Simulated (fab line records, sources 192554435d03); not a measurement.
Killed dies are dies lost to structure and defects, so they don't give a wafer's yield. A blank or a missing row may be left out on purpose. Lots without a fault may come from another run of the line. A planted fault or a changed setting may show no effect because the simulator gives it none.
Chamber matching | flow n5_finfet | N5_BEOL_M3_ALD_98 on ald_sin-03: 4 sister chambers
The step deposits SiO2, target thk 2.5 nm, pulse time 1 s, co reactant pulse time 1 s. 4 wafers are shown with their chamber, then 7 later ones without.

WAFERS WITH THEIR CHAMBER
wafer  | chamber | heater_power_w (W)
L078.6 | 1       | 77
L094.6 | 3       | 69
L093.2 | 0       | 88
L093.4 | 2       | 69

WAFERS WITHOUT THEIR CHAMBER
wafer  | heater_power_w (W)
L093.6 | 87
L095.1 | 89
L095.3 | 77
L095.4 | 72
L096.1 | 79
L096.2 | 70
L096.3 | 89

WHICH CHAMBER EACH WENT THROUGH
wafer  | from the rows above          | in truth
L093.6 | 0                            | 0
L095.1 | 0                            | 0
L095.3 | 1                            | 1
L095.4 | can't be placed: 2 or 3 or 1 | 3
L096.1 | 1                            | 1
L096.2 | can't be placed: 2 or 3      | 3
L096.3 | 0                            | 0
Placed correctly: 5 of 7. Can't be placed from these rows: 2 (the true chamber is among the candidates in 2). Placed wrongly: 0.
How it was worked out, from the rows above alone: a wafer's distance from a chamber is the root of the sum, over the readings, of the square of ((its reading less the chamber's mean) divided by the reading's scatter). The wafer belongs to the nearest chamber; if the next one is less than 2 further off, it can't be placed. A chamber's mean is the mean of its shown wafers. The scatter: with one shown wafer a chamber, the root of the mean of the squares of how far each hidden wafer lies from its nearest shown one.
